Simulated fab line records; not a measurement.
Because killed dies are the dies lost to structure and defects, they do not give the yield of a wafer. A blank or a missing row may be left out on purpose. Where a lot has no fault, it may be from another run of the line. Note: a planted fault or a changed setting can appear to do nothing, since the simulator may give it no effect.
Matching of chambers	flow nand-harc	NHARC_A_M1_CMP_23 on cmp-03 has 4 sister chambers
The step polishes, t overpolish 20 s, target thk 154.34 nm. 4 wafers are shown with their chamber, then 12 later ones without.

== WAFERS, EACH WITH ITS CHAMBER ==
wafer	chamber	motor-current-A (A)
L087.2	3	13.9
L087.3	0	11.8
L087.5	2	11.0
L087.6	1	12.6

== WAFERS WITH NO CHAMBER GIVEN ==
wafer	motor-current-A (A)
L089.2	10.6
L089.4	14.0
L089.5	11.1
L090.1	14.1
L090.4	12.9
L090.5	11.1
L096.2	11.4
L096.4	12.8
L096.5	12.6
L096.1	14.3
L096.3	11.2
L096.6	11.1

== WHICH CHAMBER EACH ONE RAN IN ==
wafer	from the rows above	in truth
L089.2	2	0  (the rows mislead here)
L089.4	3	3
L089.5	2	2
L090.1	3	3
L090.4	1	1
L090.5	2	2
L096.2	can't be placed: 0 or 2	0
L096.4	1	1
L096.5	1	1
L096.1	3	3
L096.3	can't be placed: 2 or 0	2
L096.6	2	2
9 of 12 placed correctly. Not placeable from these rows: 2 (in 2, the candidates include the true chamber). Placed wrongly: 1.
How it was worked out, from the rows above alone: a wafer's distance from a chamber is the root of the sum, over the readings, of the square of ((its reading less the chamber's mean) divided by the reading's scatter). The wafer belongs to the nearest chamber; if the next one is less than 2 further off, it can't be placed. For every chamber, the mean is computed from those of its wafers that are shown. The scatter (one wafer shown for each chamber): square how far every hidden wafer sits from the nearest shown wafer, average those squares and take the square root.
